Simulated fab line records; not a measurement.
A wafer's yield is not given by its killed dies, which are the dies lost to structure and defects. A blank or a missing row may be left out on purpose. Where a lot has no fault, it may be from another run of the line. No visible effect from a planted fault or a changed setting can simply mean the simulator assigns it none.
Matching of chambers :: flow n5_finfet :: N5_BEOL_M6_STRIP_19 on rie_diel-06 has 4 sister chambers
The step strips in O2. 20 wafers are shown with their chamber, then 10 later ones without.

WAFERS PAIRED WITH THEIR CHAMBERS
wafer: L075.2
chamber: 0
showerhead_plenum_p_Torr (Torr): 2.21
drypump_motor_current_A (A): 5.60
throttle_valve_pct (%): 16.64

wafer: L075.3
chamber: 1
showerhead_plenum_p_Torr (Torr): 2.04
drypump_motor_current_A (A): 5.60
throttle_valve_pct (%): 16.46

wafer: L075.5
chamber: 2
showerhead_plenum_p_Torr (Torr): 2.22
drypump_motor_current_A (A): 5.74
throttle_valve_pct (%): 16.24

wafer: L074.2
chamber: 2
showerhead_plenum_p_Torr (Torr): 2.22
drypump_motor_current_A (A): 5.76
throttle_valve_pct (%): 16.24

wafer: L074.3
chamber: 3
showerhead_plenum_p_Torr (Torr): 2.13
drypump_motor_current_A (A): 5.27
throttle_valve_pct (%): 16.02

wafer: L074.6
chamber: 0
showerhead_plenum_p_Torr (Torr): 2.21
drypump_motor_current_A (A): 5.57
throttle_valve_pct (%): 16.64

wafer: L077.3
chamber: 2
showerhead_plenum_p_Torr (Torr): 2.21
drypump_motor_current_A (A): 5.77
throttle_valve_pct (%): 16.25

wafer: L077.5
chamber: 3
showerhead_plenum_p_Torr (Torr): 2.13
drypump_motor_current_A (A): 5.26
throttle_valve_pct (%): 15.99

wafer: L077.6
chamber: 2
showerhead_plenum_p_Torr (Torr): 2.21
drypump_motor_current_A (A): 5.75
throttle_valve_pct (%): 16.25

wafer: L079.2
chamber: 2
showerhead_plenum_p_Torr (Torr): 2.21
drypump_motor_current_A (A): 5.76
throttle_valve_pct (%): 16.26

wafer: L079.4
chamber: 0
showerhead_plenum_p_Torr (Torr): 2.21
drypump_motor_current_A (A): 5.55
throttle_valve_pct (%): 16.66

wafer: L079.6
chamber: 1
showerhead_plenum_p_Torr (Torr): 2.04
drypump_motor_current_A (A): 5.62
throttle_valve_pct (%): 16.46

wafer: L083.2
chamber: 2
showerhead_plenum_p_Torr (Torr): 2.21
drypump_motor_current_A (A): 5.77
throttle_valve_pct (%): 16.28

wafer: L083.3
chamber: 3
showerhead_plenum_p_Torr (Torr): 2.13
drypump_motor_current_A (A): 5.26
throttle_valve_pct (%): 16.06

wafer: L083.5
chamber: 1
showerhead_plenum_p_Torr (Torr): 2.03
drypump_motor_current_A (A): 5.61
throttle_valve_pct (%): 16.48

wafer: L084.1
chamber: 1
showerhead_plenum_p_Torr (Torr): 2.03
drypump_motor_current_A (A): 5.63
throttle_valve_pct (%): 16.49

wafer: L084.4
chamber: 3
showerhead_plenum_p_Torr (Torr): 2.13
drypump_motor_current_A (A): 5.26
throttle_valve_pct (%): 16.04

wafer: L084.6
chamber: 0
showerhead_plenum_p_Torr (Torr): 2.20
drypump_motor_current_A (A): 5.59
throttle_valve_pct (%): 16.67

wafer: L091.3
chamber: 2
showerhead_plenum_p_Torr (Torr): 2.20
drypump_motor_current_A (A): 5.78
throttle_valve_pct (%): 16.31

wafer: L091.4
chamber: 0
showerhead_plenum_p_Torr (Torr): 2.20
drypump_motor_current_A (A): 5.57
throttle_valve_pct (%): 16.69

SIGNATURES, as means of the wafers listed above
reading: showerhead_plenum_p_Torr
chamber 0: 2.2060
chamber 1: 2.0350
chamber 2: 2.2114
chamber 3: 2.1300
scatter within a chamber: 0.00562

reading: drypump_motor_current_A
chamber 0: 5.5760
chamber 1: 5.6150
chamber 2: 5.7614
chamber 3: 5.2625
scatter within a chamber: 0.0141

reading: throttle_valve_pct
chamber 0: 16.6600
chamber 1: 16.4725
chamber 2: 16.2614
chamber 3: 16.0275
scatter within a chamber: 0.0238
Rule: a wafer lies at a distance from a chamber equal to the root of the sum of squares, over the readings, of (its reading less the chamber's mean, divided by the reading's scatter). The wafer belongs to the nearest chamber; if the next one is less than 2 further off, it can't be placed. The scatter: take each reading less its chamber's mean, square it, sum over the shown wafers, divide by the number of wafers less the number of chambers, and take the root.

WAFERS MISSING THEIR CHAMBER
wafer: L091.6
showerhead_plenum_p_Torr (Torr): 2.20
drypump_motor_current_A (A): 5.76
throttle_valve_pct (%): 16.31

wafer: L092.4
showerhead_plenum_p_Torr (Torr): 2.02
drypump_motor_current_A (A): 5.61
throttle_valve_pct (%): 16.54

wafer: L092.5
showerhead_plenum_p_Torr (Torr): 2.20
drypump_motor_current_A (A): 5.61
throttle_valve_pct (%): 16.70

wafer: L092.6
showerhead_plenum_p_Torr (Torr): 2.12
drypump_motor_current_A (A): 5.26
throttle_valve_pct (%): 16.09

wafer: L090.2
showerhead_plenum_p_Torr (Torr): 2.02
drypump_motor_current_A (A): 5.61
throttle_valve_pct (%): 16.56

wafer: L090.3
showerhead_plenum_p_Torr (Torr): 2.12
drypump_motor_current_A (A): 5.28
throttle_valve_pct (%): 16.09

wafer: L090.4
showerhead_plenum_p_Torr (Torr): 2.20
drypump_motor_current_A (A): 5.75
throttle_valve_pct (%): 16.30

wafer: L095.1
showerhead_plenum_p_Torr (Torr): 2.20
drypump_motor_current_A (A): 5.78
throttle_valve_pct (%): 16.36

wafer: L095.4
showerhead_plenum_p_Torr (Torr): 2.19
drypump_motor_current_A (A): 5.58
throttle_valve_pct (%): 16.73

wafer: L095.5
showerhead_plenum_p_Torr (Torr): 2.20
drypump_motor_current_A (A): 5.76
throttle_valve_pct (%): 16.34

EACH ONE'S CHAMBER
wafer: L091.6
from the rows above: 2
in truth: 2

wafer: L092.4
from the rows above: 1
in truth: 1

wafer: L092.5
from the rows above: 0
in truth: 0

wafer: L092.6
from the rows above: 3
in truth: 3

wafer: L090.2
from the rows above: 1
in truth: 1

wafer: L090.3
from the rows above: 3
in truth: 3

wafer: L090.4
from the rows above: 2
in truth: 2

wafer: L095.1
from the rows above: 2
in truth: 2

wafer: L095.4
from the rows above: 0
in truth: 0

wafer: L095.5
from the rows above: 2
in truth: 2
Correctly placed: 10 of 10. Left unplaced by these rows: 0. Number placed wrongly: 0.
